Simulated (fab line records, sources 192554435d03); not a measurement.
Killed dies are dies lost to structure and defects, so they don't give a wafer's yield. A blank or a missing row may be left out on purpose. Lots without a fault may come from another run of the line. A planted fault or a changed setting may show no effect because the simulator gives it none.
Chamber matching | flow n5_finfet | N5_BEOL_M15_TRENCH_ETCH_34 on rie_diel-05: 4 sister chambers
The step etches SiO2 in C4F8/O2/Ar, target depth 872.93 nm, time 199 s. 4 wafers are shown with their chamber, then 7 later ones without.

WAFERS WITH THEIR CHAMBER
wafer  | chamber | rf_vpp_V (V)
L077.1 | 3       | 2243
L086.5 | 1       | 2281
L084.1 | 2       | 2292
L084.2 | 0       | 2179

WAFERS WITHOUT THEIR CHAMBER
wafer  | rf_vpp_V (V)
L084.3 | 2282
L090.3 | 2281
L090.5 | 2240
L090.6 | 2280
L095.2 | 2241
L095.5 | 2241
L095.6 | 2291

WHICH CHAMBER EACH WENT THROUGH
wafer  | from the rows above | in truth
L084.3 | 1                   | 1
L090.3 | 1                   | 1
L090.5 | 3                   | 3
L090.6 | 1                   | 1
L095.2 | 3                   | 3
L095.5 | 3                   | 3
L095.6 | 2                   | 2
Placed correctly: 7 of 7. Can't be placed from these rows: 0. Placed wrongly: 0.
How it was worked out, from the rows above alone: a wafer's distance from a chamber is the root of the sum, over the readings, of the square of ((its reading less the chamber's mean) divided by the reading's scatter). The wafer belongs to the nearest chamber; if the next one is less than 2 further off, it can't be placed. A chamber's mean is the mean of its shown wafers. The scatter: with one shown wafer a chamber, the root of the mean of the squares of how far each hidden wafer lies from its nearest shown one.
